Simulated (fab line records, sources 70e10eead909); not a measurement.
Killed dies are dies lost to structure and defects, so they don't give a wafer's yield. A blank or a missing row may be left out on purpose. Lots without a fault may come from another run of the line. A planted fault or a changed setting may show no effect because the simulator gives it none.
Chamber matching | flow nand_harc | NHARC_A_STAIRCASE_DEP_280 on pecvd-04: 3 sister chambers
The step deposits SiON, target thk 30 nm. 6 wafers are shown with their chamber, then 7 later ones without.

WAFERS WITH THEIR CHAMBER
wafer  | chamber | heater_power_w (W)
L736.3 | 2       | 902
L739.2 | 1       | 838
L739.4 | 0       | 880
L739.5 | 2       | 885
L741.1 | 0       | 731
L741.2 | 1       | 731

WAFERS WITHOUT THEIR CHAMBER
wafer  | heater_power_w (W)
L741.3 | 861
L745.1 | 823
L745.2 | 883
L745.6 | 886
L743.1 | 879
L743.3 | 742
L743.5 | 792

WHICH CHAMBER EACH WENT THROUGH
wafer  | from the rows above          | in truth
L741.3 | can't be placed: 2 or 0 or 1 | 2
L745.1 | can't be placed: 0 or 1 or 2 | 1
L745.2 | can't be placed: 2 or 0 or 1 | 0
L745.6 | can't be placed: 2 or 0 or 1 | 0
L743.1 | can't be placed: 2 or 0 or 1 | 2
L743.3 | can't be placed: 1 or 0 or 2 | 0
L743.5 | can't be placed: 1 or 0 or 2 | 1
Placed correctly: 0 of 7. Can't be placed from these rows: 7 (the true chamber is among the candidates in 7). Placed wrongly: 0.
How it was worked out, from the rows above alone: a wafer's distance from a chamber is the root of the sum, over the readings, of the square of ((its reading less the chamber's mean) divided by the reading's scatter). The wafer belongs to the nearest chamber; if the next one is less than 2 further off, it can't be placed. A chamber's mean is the mean of its shown wafers. The scatter: the root of (the sum of the squares of (reading less its chamber's mean) over the shown wafers, divided by (wafers less chambers)).
